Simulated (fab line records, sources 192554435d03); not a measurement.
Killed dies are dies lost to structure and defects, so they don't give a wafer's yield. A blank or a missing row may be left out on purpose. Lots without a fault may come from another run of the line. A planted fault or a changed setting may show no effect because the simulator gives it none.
A struck lot beside a sound one | flow n5_finfet | 14 steps out of a route of 1938
Sound: wafers L842.2, L842.5, L842.6. Struck: wafers L831.3, L831.4. (L831.2 of the same lot was not struck and is left out.) The cause comes at the end.
At each step with rows: each side's tool, then ch and its chambers, then its first start. Under that, the readings that differ: sound wafers | struck wafers | difference of the means | sigmas: that difference in standard deviations of wafers without a fault.
alike: readings whose means differ by less than 2 such deviations, and words and numbers that are the same on both sides. not compared: withheld readings, readings that some wafer has no value for, bounds like >300 that may hide the same value, and numbers for which the record gives no deviation and whose values overlap.
The two part at a step that has a row with sigmas, a row that says differs or no value, or rows on one side only. Numbers that don't overlap but have no deviation are shown without sigmas and don't part them. A reading that every wafer of one side lacks parts them only if that side has two wafers or more.

N5_BEOL_M8_OVL_MEAS_29:
  sound on overlay-01 ch 0, day 13 03:38; struck on overlay-02 ch 0, day 11 02:58
  alike: V7_OVL
N5_BEOL_M8_INSPECT_30: inspects for defects (brightfield).
  sound on defect_inspect-02, day 13 03:41; struck on defect_inspect-01, day 11 03:01
  alike: raw_defect_count
then, 2 steps without rows for these wafers: N5_BEOL_M8_DESCUM_33 (chemistry O2, time 7 s); N5_BEOL_M8_ETCH_72 (etches underlayer in N2/H2, target depth 6.5 nm, time 5.2 s).
N5_BEOL_M8_ETCH_65: etches SiARC in CF4, target depth 15.6 nm, time 26 s.
  sound on rie_diel-04 ch 0,3, day 13 04:04; struck on rie_diel-06 ch 0,1, day 11 03:06
  alike: drypump_motor_current_A, etch_rf_on_time_s, oes_product_au, rf_vpp_V, showerhead_plenum_p_Torr, throttle_valve_pct
  not compared: rf_hours_counter_h
then, 3 steps without rows for these wafers: N5_BEOL_M8_ETCH_66 (etches SOC in N2/H2, target depth 80 nm, overetch 16 nm, time 120 s); N5_BEOL_M8_STRIP_69 (strips in N2/H2); N5_BEOL_M8_STRIP_73 (strips in N2/H2).
N5_BEOL_M8_VIA_ETCH_34: etches SiCOH lowk in C4F6/O2, target depth 125.5 nm, time 50.5 s.
  sound on rie_diel-04 ch 0,3, day 13 04:11; struck on rie_diel-06 ch 0,1, day 11 03:14
  alike: drypump_motor_current_A, oes_product_au, rf_vpp_V, showerhead_plenum_p_Torr, throttle_valve_pct
  not compared: rf_hours_counter_h
then, 1 step without rows for these wafers: N5_BEOL_M8_STRIP_76 (strips in C4F6/O2).
N5_BEOL_M8_STRIP_36: strips in N2/H2.
  sound on rie_diel-04 ch 0,3, day 13 04:15; struck on rie_diel-06 ch 0,1, day 11 03:17
  alike: drypump_motor_current_A, h2_flow_sccm, oes_product_au, power_w, rf_vpp_V, showerhead_plenum_p_Torr, throttle_valve_pct
  not compared: rf_hours_counter_h
N5_BEOL_M8_TRENCH_ETCH_37: etches SiCOH lowk in C4F6/O2, target depth 93.478 nm, time 31.2 s.
  sound on rie_diel-04 ch 0,3; struck on rie_diel-06 ch 0,1
  alike: drypump_motor_current_A, oes_product_au, rf_vpp_V, showerhead_plenum_p_Torr, throttle_valve_pct
  not compared: rf_hours_counter_h
N5_BEOL_M8_ETCH_41: etches SiCN in CH3F/O2, target depth 31.9 nm, time 57.8 s.
  sound on rie_diel-04 ch 0,3, day 13 04:19; struck on rie_diel-06 ch 0,1, day 11 03:21
  reading                  | sound             | struck      | difference | sigmas
  oes_product_au (a.u.)    | 0.70 0.72 0.69    | 0.94 1.28   | +0.41      | +5
  model.etch.depth_nm (nm) | 21.93 21.69 21.88 | 32.68 33.09 | +11.05     |
  alike: drypump_motor_current_A, rf_vpp_V, showerhead_plenum_p_Torr, throttle_valve_pct
  not compared: rf_hours_counter_h
N5_BEOL_M8_STRIP_80: strips in N2/H2, time 10 s.
  sound on rie_diel-04 ch 0,3; struck on rie_diel-06 ch 0,1
  alike: drypump_motor_current_A, h2_flow_sccm, oes_product_au, rf_vpp_V, showerhead_plenum_p_Torr, throttle_valve_pct
  not compared: rf_hours_counter_h

WHERE THEY PART
Only at N5_BEOL_M8_ETCH_41, within this record. Later steps at which nothing parts them and some readings are alike: N5_BEOL_M8_STRIP_80.

WHY: what the simulator had put in
Process parameter drift: rie_diel-06, from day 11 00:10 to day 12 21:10, at N5_BEOL_M8_ETCH_41. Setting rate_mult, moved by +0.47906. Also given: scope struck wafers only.
